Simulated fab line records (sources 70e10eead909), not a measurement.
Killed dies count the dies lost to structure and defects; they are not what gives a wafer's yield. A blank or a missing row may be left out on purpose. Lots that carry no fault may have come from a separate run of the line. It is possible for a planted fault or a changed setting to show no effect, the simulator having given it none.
Shared-tool check -- flow nandHarc -- 9 wafers sampled across 3 lots

THE REASON FOR OPENING IT
At NHARC_END_SORT_01 the reading killedDies is flagged on 3 of 3 lots. Fault-free wafers read 57, with a standard deviation of 17.
Rule: a lot is flagged in two cases, either no wafer of it has a number, or all its wafers with numbers fall more than 4 standard deviations from that mean. All remaining lots are regarded as sound.

lot,measured,on,"killedDies, wafer by wafer",flag
L635,day 27 23:20,prober-01,677 677 677,FLAGGED
L638,day 28 07:37,prober-02,677 677 677,FLAGGED
L637,day 28 08:51,prober-01,677 677 677,FLAGGED
Average over the flagged lots: 677; offset from the usual +620, equal to +36 standard deviations.

WHICH TOOL EACH LOT WENT THROUGH
4 process steps preceding the reading are held in the record, out of 1302 steps in the route. Cell contents, in order: the tool; ch with the chambers the sampled wafers went through; the start.
lot,flag,NHARC_A_STAIRCASE_HM_DEP_462,NHARC_A_STAIRCASE_DEP_301,NHARC_A_STAIRCASE_ETCH_313,NHARC_A_STAIRCASE_ETCH_453
L635,FLAGGED,"aclDep-02 ch 0, day 20 03:59","pecvd-03 ch 0,1,2, day 20 05:55","rieDiel-13 ch 0,1,3, day 20 06:58","rieDiel-13 ch 0,1,3, day 27 23:20 or earlier"
L638,FLAGGED,"aclDep-01 ch 0, day 20 20:58","pecvd-02 ch 1,2, day 20 22:32","rieDiel-13 ch 0,2,3, day 20 23:35","rieDiel-13 ch 1,2,3, day 28 07:37 or earlier"
L637,FLAGGED,"aclDep-02 ch 0, day 20 17:47","pecvd-03 ch 0,1,2, day 20 19:04","rieDiel-12 ch 0,3, day 20 19:59","rieDiel-12 ch 0,3, day 28 08:51 or earlier"
What is done by these steps:
- NHARC_A_STAIRCASE_HM_DEP_462: deposits aC, target thk 800 nm.
- NHARC_A_STAIRCASE_DEP_301: deposits SiON, target thk 30 nm.
- NHARC_A_STAIRCASE_ETCH_313: etches the open film in CF4/CHF3.
- NHARC_A_STAIRCASE_ETCH_453: etches the open film in CF4/O2, target depth 30 nm, overetch 3 nm, time 16.5 s.
- NHARC_END_SORT_01

FLAGGED AGAINST TOTAL, ONE TOOL AT A TIME (gauges that did the reading follow at the end)
step,tool,lots run,flagged,share of the flagged lots,sound lots run after its first flagged lot
NHARC_A_STAIRCASE_HM_DEP_462,aclDep-01,1,1,some,0
NHARC_A_STAIRCASE_HM_DEP_462,aclDep-02,2,2,some,0
NHARC_A_STAIRCASE_DEP_301,pecvd-02,1,1,some,0
NHARC_A_STAIRCASE_DEP_301,pecvd-03,2,2,some,0
NHARC_A_STAIRCASE_ETCH_313,rieDiel-12,1,1,some,0
NHARC_A_STAIRCASE_ETCH_313,rieDiel-13,2,2,some,0
NHARC_A_STAIRCASE_ETCH_453,rieDiel-12,1,1,some,0
NHARC_A_STAIRCASE_ETCH_453,rieDiel-13,2,2,some,0
NHARC_END_SORT_01,prober-01,2,2,some,0
NHARC_END_SORT_01,prober-02,1,1,some,0
With no start given for some of its lots, NHARC_A_STAIRCASE_ETCH_453 uses the hours and lot order of NHARC_END_SORT_01.

THE TABLE: WHAT IT ALLOWS
No row of the table ran every flagged lot.

WHAT THE SIMULATOR PUT IN
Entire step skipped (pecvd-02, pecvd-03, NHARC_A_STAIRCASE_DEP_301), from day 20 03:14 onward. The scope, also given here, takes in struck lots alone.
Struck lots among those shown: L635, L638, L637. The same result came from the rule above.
